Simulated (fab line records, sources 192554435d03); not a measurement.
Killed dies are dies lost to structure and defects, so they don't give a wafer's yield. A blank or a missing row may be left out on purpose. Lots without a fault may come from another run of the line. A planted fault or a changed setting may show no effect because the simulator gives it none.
fab line records | flow n5_finfet
record lots=5 wafers=14 last_day=16
route steps=1938 shown BEOL_M10@1512 BEOL_M11@1536 BEOL_M15@1830 PASSIVATION@1936
lots that met no fault: from a run of the same line without faults
start_h: hours from the record's first day to the start of the lot's first wafer shown | wait_h: hours since the lot's step before | " the same as in the row above | L1.1+2: a row that stands for several wafers | - no value, or no start given | * or withheld: withheld | < > ~ a bound
route shown NAME@n: a module of which the file shows steps, and the number in the route of the first | usual: mean/standard deviation of fault-free wafers | same: alike in all rows | chamber/n: place in a boat | sites: the reading at each site | _std_site: their standard deviation | _edge_site: outer sites' mean less inner sites' | radius_mm: how far each site lies from the wafer's centre | mask NAME#n: copy n | behind: the tool/chamber that last shaped the wafer | hold: why the lot was held/for how many hours/how that ended | device: the transistor (n, p or np) that didn't switch | end of line: the same wafers' tests at the end of the route | a step without rows: its recipe alone | killed: dies lost to structure and defects at the first sort, not the wafer's yield | map: a wafer's dies, x killed, . not, _ none there
set.NAME: the setting as run; set.NAME@STEP: as run at that earlier step | model.NAME: the simulator's own value behind a step, which no gauge read
lots at some steps of the route; a table a step, a row a wafer
services: from which hour (start_h, from the record's first day; less than 0 if before it) a tool's chamber was out of use, for how many hours, and why
## steps
# step N5_BEOL_M10_TRENCH_ETCH_37
# recipe chemistry=C4F6/O2 target_depth_a=1488.3 target=SiCOH_lowk time_s=48 ion_energy_ev=250 pressure_mtorr=30 source_w=345 bias_w=185 Ar_flow_sccm=300 C4F6_flow_sccm=10 O2_flow_sccm=10
# step N5_BEOL_M10_ETCH_41
# recipe chemistry=CH3F/O2 target=SiCN target_depth_a=426 taper_deg=2 time_s=86 ion_energy_ev=120 mask_material=TiN pressure_mtorr=30 source_w=395 bias_w=75 Ar_flow_sccm=150 CH3F_flow_sccm=30 O2_flow_sccm=20
# step N5_BEOL_M10_STRIP_77
# recipe chemistry=N2/H2 time_s=10 power_w=450 temp_c=40 pressure_mtorr=20 rf_frequency_hz=6e+07 bias_power_w=7 n2_flow_sccm=200 h2_flow_sccm=200
# step N5_BEOL_M10_OCD_MEAS_38
# usual trench_depth_nm=147/3.2
# columns lot.wafer tool chamber start_h wait_h trench_depth_nm
L392.4 ocd-02 - 220.86 - 145
L392.5 " - " " 144
L392.6 " - " " 147
L396.1 ocd-01 - 236.88 - 148
L396.2 " - " " 143
L396.6 " - " " 149
L404.4 ocd-02 - 298.68 - 140
L404.5 " - " " 148
L407.1 ocd-01 - 317.52 - 149
L407.2 " - " " 153
L407.4 " - " " 149
L411.1 ocd-02 - 333.16 - 151
L411.3 " - " " 148
L411.5 " - " " 149
# step N5_BEOL_M10_HM_STRIP_39
# recipe chemistry=peroxide_tin_strip material=TiN target_depth_a=250 temp_c=50 time_s=158
# step N5_BEOL_M10_SRD_40
# recipe time_s=30 temp_c=23 rinse_liquid=diw dry=ipa_marangoni
# step N5_BEOL_M10_PRECLEAN_42
# recipe chemistry=residue_remover time_s=60 temp_c=40
# step N5_BEOL_M10_SRD_43
# recipe time_s=30 temp_c=23 rinse_liquid=diw dry=ipa_marangoni
# step N5_BEOL_M10_CD_MEAS_35
# recipe target_cd_nm=70 polarity=opening
# usual cd_nm=70.1/0.8
# columns lot.wafer tool chamber start_h wait_h cd_nm
L392.4 cd_sem-02 - 221.02 0.0 70.6
L392.5 " - " " 71.0
L392.6 " - " " 69.4
L396.1 cd_sem-02 - 237.03 0.0 70.4
L396.2 " - " " 69.5
L396.6 " - " " 71.3
L404.4 cd_sem-01 - 298.83 0.0 70.3
L404.5 " - " " 70.1
L407.1 cd_sem-02 - 317.67 0.0 70.3
L407.2 " - " " 69.0
L407.4 " - " " 68.7
L411.1 cd_sem-03 - 333.31 0.0 71.2
L411.3 " - " " 70.3
L411.5 " - " " 70.1
# step N5_BEOL_M10_CURE_72
# recipe temp_c=370 time_s=120 ambient=DMADMS/He material=SiCOH_lowk
# step N5_BEOL_M10_DEGAS_44
# recipe ambient=vacuum temp_c=250 time_s=60
# usual heater_power_w=332/15
# columns lot.wafer tool chamber start_h wait_h heater_power_w
L392.4 pvd_sputter-03 - 221.45 0.2 346
L392.5 " - " " 347
L392.6 " - " " 335
L396.1 pvd_sputter-01 - 237.48 0.3 332
L396.2 " - " " 330
L396.6 " - " " 342
L404.4 pvd_sputter-03 - 299.41 0.3 336
L404.5 " - " " 320
L407.1 pvd_sputter-01 - 318.46 0.6 326
L407.2 " - " " 328
L407.4 " - " " 314
L411.1 pvd_sputter-01 - 333.95 0.5 323
L411.3 " - " " 336
L411.5 " - " " 320
# step N5_BEOL_M10_PRE_CLEAN_45
# recipe gas=H2/He time_s=30 temp_c=250
# step N5_BEOL_M10_ALD_74
# recipe material=TaN target_thk_a=20 temp_c=275 ald_precursor_family=PDMAT ald_co_reactant=NH3 pressure_torr=3 carrier_flow_sccm=1500 pulse_time_s=2 purge_time_s=3 co_reactant_purge_time_s=2 co_reactant_pulse_time_s=3 ald_cycles=40 precursor_vessel_temp_c=75 precursor_vessel_pressure_torr=26.25 precursor_vessel_carrier_sccm=1000
# usual ald_cycles=40/0 heater_power_w=440/41
# columns lot.wafer tool chamber start_h wait_h ald_cycles heater_power_w model.TaN_of_BEOL_M10_ALD_74.thk_nm
L392.4 ald_metal-02 1 221.68 0.2 40 454 2
L392.5 " 2 " " 40 401 2
L392.6 " 0 " " 40 410 2
L396.1 ald_metal-04 0 237.58 0.0 40 410 2
L396.2 " 3 " " 40 434 2
L396.6 " 1 " " 40 469 2
L404.4 ald_metal-02 1 299.53 0.1 22 436 1
L404.5 " 3 " " 22 412 1.2
L407.1 ald_metal-03 0 318.57 0.0 40 391 2
L407.2 " 1 " " 40 513 2
L407.4 " 2 " " 40 501 2
L411.1 ald_metal-03 1 334.05 0.0 40 507 2
L411.3 " 3 " " 40 449 2
L411.5 " 3 " " 40 446 2
# step N5_BEOL_M10_SURFACE_TREAT_76
# recipe gas=Ar time_s=* ion_energy_ev=* ion_current_ma_cm2=0.5 pressure_mtorr=* ar_flow_sccm=30
# usual throttle_valve_pct=*
# columns lot.wafer tool chamber start_h wait_h throttle_valve_pct
L392.4 pvd_sputter-02 - 221.84 0.0 *
L392.5 " - " " *
L392.6 " - " " *
L396.1 pvd_sputter-01 - 238.09 0.4 *
L396.2 " - " " *
L396.6 " - " " *
L404.4 pvd_sputter-02 - 299.81 0.2 *
L404.5 " - " " *
L407.1 pvd_sputter-01 - 318.86 0.2 *
L407.2 " - " " *
L407.4 " - " " *
L411.1 pvd_sputter-01 - 334.43 0.2 *
L411.3 " - " " *
L411.5 " - " " *
# step N5_BEOL_M10_CVD_75
# recipe material=Co target_thk_a=20 temp_c=withheld precursor=CCTBA/H2 pressure_torr=30 time_s=138.9
# step N5_BEOL_M10_SPUTTER_48
# recipe material=Cu target_thk_a=120 temp_c=-20 bias_v=60 power_w=26000 chamber_pressure_pa=0.13 time_s=2
# step N5_BEOL_M10_ECD_50
# recipe material=Cu target_thk_a=3180
# step N5_BEOL_M10_ANNEAL_51
# recipe temp_c=225 time_s=90 ambient=N2
# step N5_BEOL_M10_CMP_52
# recipe stop_on=SiCOH_lowk t_overpolish_s=7 down_force_psi=1 platen_rpm=50 clearing_platen_down_force_psi=1.5 clearing_platen_rpm=50 post_cmp_clean=cu_alkaline target_thk_nm=140 clearing_platen_pad_velocity_m_s=0.99484 pad_velocity_m_s=0.99484
# usual clearing_platen_down_force_psi=1.500/0.003 motor_current_A=6.1/0.57
# columns lot.wafer tool chamber start_h wait_h clearing_platen_down_force_psi motor_current_A
L392.4 cmp-03 1 222.67 0.1 1.496 5.4
L392.6 " 1 " " 1.495 5.3
L392.5 " 2 " " 1.501 6.1
L396.1 cmp-02 3 241.16 0.3 1.500 5.9
L396.2 " 0 " " 1.496 5.8
L396.6 " 2 " " 1.506 5.6
L404.4 cmp-02 0 301.01 0.2 1.503 5.8
L404.5 " 3 " " 1.497 6.0
L407.2 cmp-01 1 319.61 0.2 1.500 7.0
L407.4 " 3 " " 1.500 6.4
L407.1 " 0 " " 1.498 6.5
L411.1 cmp-02 3 335.73 0.3 1.500 5.7
L411.3 " 0 " " 1.496 5.8
L411.5 " 3 " " 1.499 5.8
# step N5_BEOL_M10_THK_MEAS_53
# recipe thk_meas_gauge=xrf reads=Cu_of_BEOL_M10_ECD_50
# usual M10_THK=140/4.1
# columns lot.wafer tool chamber start_h wait_h M10_THK[nm]
L392.4 film_metro-02 - 222.96 - 136
L392.5 " - " " 133
L392.6 " - " " 139
L396.1 film_metro-01 - 241.38 - 144
L396.2 " - " " 136
L396.6 " - " " 142
L404.4 film_metro-02 - 301.27 - 133
L404.5 " - " " 143
L407.1 film_metro-02 - 319.91 - 142
L407.2 " - " " 146
L407.4 " - " " 144
L411.1 film_metro-02 - 335.98 - 146
L411.3 " - " " 140
L411.5 " - " " 143
# step N5_BEOL_M10_PRE_CLEAN_55
# recipe gas=NH3 time_s=15 temp_c=withheld rf_power_w=300
# step N5_BEOL_M10_DEP_56
# recipe material=SiCN target_thk_a=150 temp_c=withheld precursor=3MS/NH3 pressure_torr=3 rf_w=202 time_s=26.5
# step N5_BEOL_M10_RS_MEAS_57
# recipe thk_meas_gauge=four-point-probe reads=Cu_of_BEOL_M10_ECD_50+Co_of_BEOL_M10_CVD_75+TaN_of_BEOL_M10_ALD_74
# usual M10_RS=0.153/0.0049
# columns lot.wafer tool chamber start_h wait_h M10_RS[ohm/sq]
L392.4 film_metro-01 - 223.13 0.1 0.158
L392.5 " - " " 0.162
L392.6 " - " " 0.154
L396.1 film_metro-01 - 241.51 0.1 0.149
L396.2 " - " " 0.158
L396.6 " - " " 0.151
L404.4 film_metro-02 - 301.41 0.0 0.162
L404.5 " - " " 0.148
L407.1 film_metro-01 - 320.08 0.1 0.152
L407.2 " - " " 0.147
L407.4 " - " " 0.150
L411.1 film_metro-02 - 336.12 0.1 0.146
L411.3 " - " " 0.152
L411.5 " - " " 0.149
# step N5_BEOL_M10_INSPECT_58
# recipe inspect_instrument=darkfield mode=post_dep
# usual raw_defect_count=80/30
# columns lot.wafer tool chamber start_h wait_h raw_defect_count
L392.4 defect_inspect-02 - 223.16 0.0 96
L392.5 " - " " 45
L392.6 " - " " 60
L396.1 defect_inspect-02 - 241.54 0.0 57
L396.2 " - " " 40
L396.6 " - " " 39
L404.4 defect_inspect-01 - 301.43 0.0 129
L404.5 " - " " 75
L407.1 defect_inspect-01 - 320.10 0.0 143
L407.2 " - " " 86
L407.4 " - " " 103
L411.1 defect_inspect-01 - 336.14 0.0 106
L411.3 " - " " 85
L411.5 " - " " 79
# step N5_BEOL_M11_ILD_DEP_00
# recipe material=SiCOH_lowk target_thk_a=3085.1 temp_c=300 precursor=DEMS/porogen pressure_torr=5 rf_w=500 time_s=58
# step N5_BEOL_M11_CURE_71
# recipe temp_c=385 time_s=240 ambient=He/Ar material=SiCOH_lowk
# usual lamp_power_pct=52.31/0.055 wafer_temp_C_max=386.8/0.75
# columns lot.wafer tool chamber start_h wait_h lamp_power_pct wafer_temp_C_max
L392.4 uv_cure-02 2 223.64 0.4 52.34 388.7
L392.5 " 2 " " 52.29 388.8
L392.6 " 2 " " 52.39 388.3
L396.1 uv_cure-03 0 241.65 0.0 52.30 386.8
L396.2 " 0 " " 52.35 387.2
L396.6 " 0 " " 52.29 387.1
L404.4 uv_cure-02 1 301.98 0.5 52.38 386.9
L404.5 " 1 " " 52.34 386.6
L407.1 uv_cure-03 2 320.22 0.0 52.31 385.8
L407.2 " 2 " " 52.25 385.8
L407.4 " 2 " " 52.34 386.0
L411.1 uv_cure-03 0 336.26 0.0 52.33 387.1
L411.3 " 0 " " 52.29 387.1
L411.5 " 0 " " 52.43 387.1
# step N5_BEOL_M11_THK_MEAS_01
# recipe reads=SiCOH_lowk_of_BEOL_M11_ILD_DEP_00
# usual M11_ILD_THK=268/4.7
# columns lot.wafer tool chamber start_h wait_h M11_ILD_THK[nm]
L392.4 film_metro-02 - 223.92 0.2 274
L392.5 " - " " 267
L392.6 " - " " 269
L396.1 film_metro-01 - 242.16 0.4 261
L396.2 " - " " 269
L396.6 " - " " 266
L404.4 film_metro-02 - 302.26 0.2 268
L404.5 " - " " 271
L407.1 film_metro-01 - 320.73 0.4 271
L407.2 " - " " 271
L407.4 " - " " 275
L411.1 film_metro-02 - 336.77 0.4 262
L411.3 " - " " 260
L411.5 " - " " 263
# step N5_BEOL_M11_PECVD_70
# recipe material=SiO2 target_thk_a=200 temp_c=400 precursor=TEOS/O2 pressure_torr=5.5 rf_w=450 teos_flow_sccm=53.8 gas=O2 flow_sccm=3000 time_s=22.7
# usual heater_power_w=697/93 showerhead_plenum_p_Torr=8.78/0.066 showerhead_vpp_V=1295/43 throttle_valve_pct=22.8/1.3
# columns lot.wafer tool chamber start_h wait_h heater_power_w showerhead_plenum_p_Torr showerhead_vpp_V throttle_valve_pct
L392.4 pecvd-01 2 223.97 0.1 636 8.84 1338 23.4
L392.5 " 0 " " 772 8.90 1374 24.6
L392.6 " 1 " " 666 8.85 1262 22.5
L396.1 pecvd-03 2 242.20 0.0 630 8.77 1359 21.2
L396.2 " 0 " " 807 8.76 1296 22.1
L396.6 " 1 " " 647 8.86 1263 24.3
L404.4 pecvd-03 0 302.31 0.1 828 8.76 1286 22.7
L404.5 " 1 " " 562 8.84 1275 24.4
L407.1 pecvd-01 1 320.77 0.0 709 8.86 1260 22.3
L407.2 " 2 " " 701 8.85 1332 23.7
L407.4 " 0 " " 756 8.91 1398 24.8
L411.1 pecvd-01 1 336.81 0.0 646 8.84 1285 22.2
L411.3 " 2 " " 584 8.87 1349 23.6
L411.5 " 0 " " 753 8.91 1367 24.5
# step N5_BEOL_M11_HM_DEP_02
# recipe material=TiN target_thk_a=200 temp_c=25 chamber_pressure_pa=0.49996
# step N5_BEOL_M11_COAT_59
# recipe resist=SOC temp_c=250 time_s=60 spin_rpm=1500 resist_thk_nm=100
# step N5_BEOL_M11_COAT_60
# recipe resist=SiARC temp_c=220 time_s=60 spin_rpm=1500 resist_thk_nm=30
# step N5_BEOL_M11_COAT_05
# recipe resist=CAR-ArF spin_rpm=1500 resist_thk_nm=90
# step N5_BEOL_M11_EBR_07
# recipe solvent=PGMEA ebr_width_mm=1.5
# step N5_BEOL_M11_SOFTBAKE_06
# recipe temp_c=110 time_s=60 resist=CAR-ArF
# step N5_BEOL_M11_EXPOSE_08
# recipe mask_id=M11 na=1.35 source_shape=dipole sigma_inner=0.411 sigma_outer=0.611 polarization=te dose_mj=53.75
# step N5_BEOL_M11_PEB_09
# recipe peb_temp_c=withheld peb_time_s=60 resist=CAR-ArF
# step N5_BEOL_M11_DEVELOP_10
# recipe develop_time_s=30 developer=TMAH resist=CAR-ArF rinse_liquid=diw dry=air_spin dev_temp_c=23
# step N5_BEOL_M11_CD_MEAS_11
# recipe target_cd_nm=64.1 landing_energy_ev=500 detector=se_inlens polarity=opening
# usual cd_nm=64.4/0.66
# columns lot.wafer tool chamber start_h wait_h cd_nm
L392.4 cd_sem-02 0 225.40 - 64.9
L392.5 " 0 " " 64.6
L392.6 " 0 " " 64.6
L396.1 cd_sem-01 0 242.76 - 64.4
L396.2 " 0 " " 64.9
L396.6 " 0 " " 64.6
L404.4 cd_sem-02 0 303.51 - 65.0
L404.5 " 0 " " 64.9
L407.1 cd_sem-03 0 323.02 - 62.8
L407.2 " 0 " " 63.0
L407.4 " 0 " " 62.8
L411.1 cd_sem-03 0 339.83 - 64.8
L411.3 " 0 " " 65.3
L411.5 " 0 " " 64.4
# step N5_BEOL_M11_OVL_MEAS_12
# recipe points_per_wafer=44
# usual M11_OVL=0.0/0.82
# columns lot.wafer tool chamber start_h wait_h M11_OVL[nm]
L392.4 overlay-02 0 225.43 0.0 0.1
L392.5 " 0 " " -0.7
L392.6 " 0 " " -0.1
L396.1 overlay-02 0 242.79 0.0 0.0
L396.2 " 0 " " 0.5
L396.6 " 0 " " 0.4
L404.4 overlay-02 0 303.53 0.0 -1.1
L404.5 " 0 " " -0.3
L407.1 overlay-01 0 323.05 0.0 0.3
L407.2 " 0 " " -0.2
L407.4 " 0 " " 0.2
L411.1 overlay-01 0 339.87 0.0 -0.1
L411.3 " 0 " " -0.9
L411.5 " 0 " " -0.8
# step N5_BEOL_M11_INSPECT_13
# recipe mode=adi inspect_instrument=brightfield
# usual raw_defect_count=449/110
# columns lot.wafer tool chamber start_h wait_h raw_defect_count
L392.4 defect_inspect-01 - 225.45 0.0 376
L392.5 " - " " 292
L392.6 " - " " 281
L396.1 defect_inspect-02 - 242.81 0.0 504
L396.2 " - " " 457
L396.6 " - " " 441
L404.4 defect_inspect-01 - 303.56 0.0 701
L404.5 " - " " 404
L407.1 defect_inspect-01 - 323.07 0.0 473
L407.2 " - " " 469
L407.4 " - " " 500
L411.1 defect_inspect-01 - 339.89 0.0 522
L411.3 " - " " 614
L411.5 " - " " 319
# step N5_BEOL_M11_DESCUM_16
# recipe chemistry=O2 time_s=7.9 source_power_w=50 bias_power_w=20 pressure_mtorr=20 rf_frequency_hz=2.712e+07 temp_c=40 resist=CAR-ArF o2_flow_sccm=225
# step N5_BEOL_M11_ETCH_61
# recipe chemistry=CF4 target=SiARC target_depth_a=390 mask_material=CAR-ArF time_s=65 ion_energy_ev=80 pressure_mtorr=40 source_w=545 bias_w=36 Ar_flow_sccm=100 cf4_flow_sccm=100 ends=cleared
# step N5_BEOL_M15_RC_MEAS_101
# usual COMB_M10=1.47e-11/3e-12 COMB_M10_max_site=2.1e-11/4.7e-12 COMB_M11=1.36e-11/2.4e-12 COMB_M12=6.5e-12/1.3e-12 COMB_M13=4.9e-12/1.3e-12 COMB_M14=3.8e-12/1.1e-12 COMB_M15=2.6e-12/8.4e-13 COMB_M5=3.6e-11/7.6e-12 COMB_M6=2.5e-11/4.8e-12 COMB_M7=2.6e-11/5.5e-12 COMB_M8=2.6e-11/5.1e-12 COMB_M9=1.49e-11/3e-12 SERP_M10=3.12/0.12 SERP_M11=3.06/0.1 SERP_M12=0.637/0.021 SERP_M13=0.308/0.0072 SERP_M14=0.163/0.0053 SERP_M5=38.6/2.1 SERP_M6=13.9/0.71 SERP_M7=13.8/0.78 SERP_M8=14.0/0.72 SERP_M9=3.07/0.12
# columns lot.wafer tool chamber start_h wait_h COMB_M10[S/m] COMB_M10_max_site[S/m] COMB_M11[S/m] COMB_M12[S/m] COMB_M13[S/m] COMB_M14[S/m] COMB_M15[S/m] COMB_M5[S/m] COMB_M6[S/m] COMB_M7[S/m] COMB_M8[S/m] COMB_M9[S/m] SERP_M10[ohm/um] SERP_M11[ohm/um] SERP_M12[ohm/um] SERP_M13[ohm/um] SERP_M14[ohm/um] SERP_M5[ohm/um] SERP_M6[ohm/um] SERP_M7[ohm/um] SERP_M8[ohm/um] SERP_M9[ohm/um]
L392.4 prober-02 0 261.07 0.5 1.48e-11 1.9e-11 1.31e-11 4.8e-12 4e-12 4.1e-12 1.5e-12 3.4e-11 2.2e-11 3.4e-11 2.6e-11 1.09e-11 3.20 3.02 0.588 0.304 0.156 36.9 13.5 13.9 13.1 3.15
L392.5 " 0 " " 1.44e-11 1.7e-11 1.08e-11 5.6e-12 5.3e-12 3.7e-12 1.8e-12 3.8e-11 2.5e-11 2.2e-11 2.5e-11 1.37e-11 3.26 2.96 0.637 0.316 0.161 37.6 14.1 14.5 13.8 3.26
L392.6 " 0 " " 1.56e-11 2.4e-11 1.17e-11 5.5e-12 3.2e-12 3.4e-12 3.5e-12 3.6e-11 2.1e-11 2.8e-11 2.5e-11 1.01e-11 3.17 3.08 0.632 0.317 0.167 38.0 14.9 12.9 14.6 3.26
L396.1 prober-02 0 277.29 0.0 1.71e-11 1.8e-11 1.25e-11 6.1e-12 4.1e-12 2.4e-12 1.3e-12 3.2e-11 3.3e-11 2.2e-11 3e-11 1.38e-11 3.01 3.12 0.611 0.314 0.158 45.0 15.1 13.1 13.2 3.04
L396.2 " 0 " " 1.48e-11 1.8e-11 1.46e-11 4.9e-12 5e-12 2.4e-12 1.5e-12 3.6e-11 2.4e-11 2.6e-11 3.1e-11 1.34e-11 3.18 3.02 0.625 0.304 0.174 38.9 13.3 13.5 14.7 3.29
L396.6 " 0 " " 1.36e-11 1.9e-11 1.44e-11 4.2e-12 4.4e-12 2.5e-12 2.4e-12 3.5e-11 2.1e-11 2.8e-11 3.2e-11 1.42e-11 2.97 3.14 0.631 0.308 0.163 40.2 13.9 12.9 15.1 3.12
L404.4 prober-01 0 332.37 0.5 7.15e-11 9.6e-11 1.2e-11 5.8e-12 5.4e-12 5.3e-12 4e-12 2.8e-11 2.3e-11 3.1e-11 3.2e-11 1.47e-11 3.15 3.02 0.640 0.314 0.155 39.8 13.1 14.3 16.1 3.10
L404.5 " 0 " " 6.62e-11 1.36e-10 1.4e-11 7.9e-12 5.5e-12 6.3e-12 3.1e-12 2.4e-11 2.1e-11 3.9e-11 1.9e-11 1.32e-11 2.92 3.03 0.624 0.306 0.161 40.1 14.7 13.4 13.4 3.25
L407.1 prober-02 0 349.31 0.0 9.5e-12 1.8e-11 1.42e-11 6.6e-12 4.3e-12 2.5e-12 1.9e-12 2.4e-11 2.7e-11 2.7e-11 2.4e-11 1.64e-11 3.10 3.19 0.686 0.301 0.160 36.1 13.4 13.5 13.4 3.02
L407.2 " 0 " " 1.13e-11 1.6e-11 9.1e-12 5.9e-12 3.8e-12 2.7e-12 2.3e-12 3.4e-11 2.5e-11 2.6e-11 2.6e-11 1.72e-11 3.06 3.18 0.641 0.310 0.163 36.3 13.6 13.7 13.0 3.10
L407.4 " 0 " " 1.23e-11 2.8e-11 1.11e-11 6.1e-12 5.6e-12 3.6e-12 1.9e-12 2.3e-11 2.5e-11 2e-11 2.6e-11 1.57e-11 3.18 3.17 0.647 0.303 0.163 39.5 15.5 14.0 13.6 3.15
L411.1 prober-02 0 365.11 0.0 1.32e-11 2.6e-11 1.53e-11 5.7e-12 6.4e-12 3.4e-12 2.8e-12 3.8e-11 2e-11 2.8e-11 3e-11 1.01e-11 2.97 3.12 0.613 0.306 0.161 37.5 14.2 13.4 13.2 3.04
L411.3 " 0 " " 1.37e-11 1.9e-11 1.69e-11 4.8e-12 4.8e-12 3.1e-12 1.3e-12 4.6e-11 2e-11 2.8e-11 2.9e-11 1.48e-11 3.15 3.02 0.656 0.311 0.162 38.7 13.6 13.5 13.2 3.14
L411.5 " 0 " " 1.32e-11 1.6e-11 1.61e-11 5.4e-12 4.6e-12 3.6e-12 1.3e-12 2.9e-11 2.2e-11 2.1e-11 3.1e-11 1.7e-11 3.07 2.94 0.630 0.314 0.164 37.4 14.7 13.6 13.3 3.17
# sites COMB_M10 radius_mm=0,75,75,75,75,140,140,140,140
L392.4 1.84e-11 9.3e-12 1.06e-11 1.94e-11 1.38e-11 1.36e-11 1.48e-11 1.58e-11 1.89e-11
L396.1 1.75e-11 1.32e-11 1.71e-11 1.85e-11 1.38e-11 1.74e-11 1.84e-11 1.49e-11 1.57e-11
L404.4 7.15e-11 8.01e-11 8.6e-11 7.17e-11 5.34e-11 6.26e-11 6.08e-11 6.81e-11 9.59e-11
L407.1 1.74e-11 7.1e-12 8.5e-12 1.27e-11 9.5e-12 1.48e-11 1.78e-11 9.5e-12 8.4e-12
L411.1 2.58e-11 1.32e-11 1.05e-11 1.43e-11 1.38e-11 1.89e-11 1.2e-11 1.24e-11 1.27e-11
# step N5_PASSIVATION_PROBE_49
# usual defect_limited_yield=91.4/1.4 killed_at_M0_to_M3=34/8.9 killed_at_M4_up=13/4.6 killed_at_contacts=12/5.5 killed_at_front_end=41/11 killed_at_other=3.1/2.9 killed_dies=102/16 killed_open=66/11 killed_short=34/7.6 sort_bin_4_leakage=0.01/0.14 sort_bin_5_function=5.1/0.89 sort_bin_6_memory=3.2/0.61 sort_n_pass=1078/16 sort_yield_pct=91.3/1.4
# same gross_dies=1180 killed_at_back_side=0 sort_bin_8_speed[%]=0
# columns lot.wafer tool chamber start_h wait_h defect_limited_yield[%] killed_at_M0_to_M3 killed_at_M4_up killed_at_contacts killed_at_front_end killed_at_other killed_dies killed_open killed_short sort_bin_4_leakage[%] sort_bin_5_function[%] sort_bin_6_memory[%] sort_n_pass sort_yield_pct[%]
L392.4 prober-01 - 276.17 0.2 89.1 30 16 11 69 3 129 77 40 0 5.9 4.0 1051 89.1
L392.5 prober-01 - 276.22 0.2 90.0 45 10 20 43 0 118 80 38 0 5.5 4.1 1062 90.0
L392.6 prober-01 - 276.27 0.3 87.6 55 16 11 61 3 146 100 40 0 7.5 3.8 1034 87.6
L404.4 prober-02 - 346.37 0.2 91.5 34 24 11 28 3 100 66 29 0.34 5.2 3.0 1080 91.5
L404.5 prober-02 - 346.42 0.2 91.9 31 17 16 30 1 95 66 25 0.34 4.7 2.9 1085 91.9
L407.1 prober-02 - 362.46 0.0 93.4 24 17 5 30 2 78 43 34 0 3.6 2.8 1102 93.4
L407.2 prober-02 - 362.51 0.1 92.7 28 14 13 29 2 86 54 24 1.61 4.0 2.5 1075 91.1
L407.4 prober-02 - 362.61 0.2 92.4 27 12 15 35 1 90 57 30 0 5.3 2.2 1090 92.4
# killed by level:class
L392.4 FIN_SAQP:geometric_particle:open=13 FIN_SAQP:geometric_particle:short=12 MOL_CONTACT_COAG:geometric_particle:open=10 STI_FIN_REVEAL:geometric_particle:open=9 GATE_CUT:geometric_particle:short=8 BEOL_M2:geometric_particle:open=8 HKMG_FIN:area_etch=8 BEOL_M0_SAQP:geometric_particle:open=6
L392.5 MOL_CONTACT_COAG:geometric_particle:open=15 BEOL_M0_SAQP:geometric_particle:open=14 FIN_SAQP:geometric_particle:open=12 STI_FIN_REVEAL:geometric_particle:open=12 FIN_SAQP:geometric_particle:short=11 BEOL_M0_SAQP:geometric_particle:short=8 BEOL_M2:geometric_particle:open=8 MOL_CONTACT_COAG:geometric_particle:short=5
L392.6 FIN_SAQP:geometric_particle:open=19 BEOL_M0_SAQP:geometric_particle:open=15 BEOL_M0_SAQP:geometric_particle:short=14 STI_FIN_REVEAL:geometric_particle:open=12 FIN_SAQP:geometric_particle:short=8 MOL_CONTACT_COAG:geometric_particle:open=8 BEOL_M0:geometric_particle:open=7 DUMMY_GATE:geometric_particle:open=6
L404.4 MOL_CONTACT_COAG:geometric_particle:open=10 BEOL_M0_SAQP:geometric_particle:open=10 FIN_SAQP:geometric_particle:open=9 BEOL_M1:geometric_particle:open=9 STI_FIN_REVEAL:geometric_particle:open=6 BEOL_M2:geometric_particle:open=6 BEOL_M0_SAQP:geometric_particle:short=5 BEOL_M6:geometric_particle:open=5
L404.5 MOL_CONTACT_COAG:geometric_particle:open=13 BEOL_M0_SAQP:geometric_particle:open=10 FIN_SAQP:geometric_particle:open=8 STI_FIN_REVEAL:geometric_particle:open=8 BEOL_M0_SAQP:geometric_particle:short=7 BEOL_M1:geometric_particle:open=5 BEOL_M2:geometric_particle:open=5 BEOL_M4:geometric_particle:short=4
L407.1 BEOL_M0_SAQP:geometric_particle:open=13 FIN_SAQP:geometric_particle:short=7 GATE_CUT:geometric_particle:short=6 BEOL_M0_SAQP:geometric_particle:short=6 BEOL_M4:geometric_particle:open=6 STI_FIN_REVEAL:geometric_particle:open=5 MOL_CONTACT_COAG:geometric_particle:open=5 STARTING-WAFER:geometric_particle:short=4
L407.2 MOL_CONTACT_COAG:geometric_particle:open=10 BEOL_M0_SAQP:geometric_particle:open=9 HKMG_FIN:area_etch=7 BEOL_M0_SAQP:geometric_particle:short=6 BEOL_M4:geometric_particle:open=6 BEOL_M1:geometric_particle:open=5 BEOL_M3:geometric_particle:open=4 STI_FIN_REVEAL:geometric_particle:open=3
L407.4 GATE_CUT:geometric_particle:short=12 MOL_CONTACT_COAG:geometric_particle:open=10 BEOL_M3:geometric_particle:open=9 BEOL_M4:geometric_particle:open=7 BEOL_M1:geometric_particle:open=6 BEOL_M0_SAQP:geometric_particle:short=5 FIN_CUT:geometric_particle:open=4 FIN_SAQP:geometric_particle:open=3
## services
# columns tool chamber start_h hours kind
ald_metal-02 - 199.16 4.3 pm
cmp-03 - 201.25 0.8 repair
cmp-02 - 202.92 8.9 pm
ald_metal-02 3 207.40 16.6 repair
cmp-01 - 210.70 7.7 pm
ald_metal-04 1 211.18 24.9 repair
uv_cure-03 - 211.62 1.1 repair
cmp-03 - 219.62 0.4 repair
cmp-01 - 220.48 4.0 pm
cmp-02 - 244.64 4.0 pm
ald_metal-03 0 251.81 3.2 repair
ald_metal-03 1 254.75 14.2 repair
uv_cure-02 - 260.92 7.5 pm
pecvd-03 - 262.39 14.6 pm
pecvd-01 - 271.15 6.0 pm
cmp-02 - 277.85 2.9 repair
ald_metal-02 0 281.92 4.4 repair
pecvd-03 0 282.40 9.6 repair
uv_cure-02 - 284.44 1.2 repair
cmp-02 - 290.07 2.5 repair
pecvd-03 2 311.14 10.7 repair
ald_metal-02 - 316.93 28.1 pm
cmp-02 - 321.75 4.9 repair
ald_metal-03 - 327.63 0.4 repair
## key
first_sign step=N5_BEOL_M10_ALD_74 reading=ald_cycles direction=down sigmas=99+ usual=* struck=*
effect step=N5_BEOL_M15_RC_MEAS_101 reading=COMB_M10 direction=up sigmas=18 usual=1.47e-11 struck=6.88e-11
model_effect step=N5_BEOL_M10_ALD_74 value=TaN_of_BEOL_M10_ALD_74.thk_nm without=2 struck=1.1
met_at N5_BEOL_M10_ALD_74
struck_wafers L404.4,L404.5
onset_between 221.68 299.53
fault kind=process_parameter_drift tool=ald_metal-02 chamber=- onset_h=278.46 steps=N5_BEOL_M10_ALD_74 channel=ald_cycles offset=* shape=step end_h=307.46 scope=struck_wafers_only acts_in=* stated=*
